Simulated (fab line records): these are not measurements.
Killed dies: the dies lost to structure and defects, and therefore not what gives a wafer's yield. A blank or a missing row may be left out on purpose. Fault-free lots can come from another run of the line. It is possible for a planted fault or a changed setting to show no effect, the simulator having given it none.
Matching of chambers ; flow n5Finfet ; aldMetal-02 running N5_BEOL_M10_ALD_74: 4 sister chambers
The step deposits TaN, target thk 2 nm, pulse time 2 s, purge time 3 s. 4 wafers are shown with their chamber, then 7 later ones without.

WAFERS WITH THEIR CHAMBER
wafer;chamber;heaterPowerOuterW (W)
L440.6;1;204
L444.2;0;272
L452.4;3;167
L452.5;2;244

WAFERS WITHOUT THEIR CHAMBER
wafer;heaterPowerOuterW (W)
L452.6;279
L453.1;280
L453.3;166
L453.6;166
L455.1;172
L455.3;242
L455.6;280

CHAMBER TAKEN BY EACH
wafer;from the rows above;in truth
L452.6;0;0
L453.1;0;0
L453.3;3;3
L453.6;3;3
L455.1;3;3
L455.3;2;2
L455.6;0;0
Placed correctly: 7 of 7. Not placeable from these rows: 0. Placed wrongly: 0.
How it was worked out, from the rows above alone: a wafer's distance from a chamber is the root of the sum, over the readings, of the square of ((its reading less the chamber's mean) divided by the reading's scatter). The wafer belongs to the nearest chamber; if the next one is less than 2 further off, it can't be placed. A chamber's mean is the mean of its shown wafers. The scatter (one wafer shown for each chamber): square how far every hidden wafer sits from the nearest shown wafer, average those squares and take the square root.
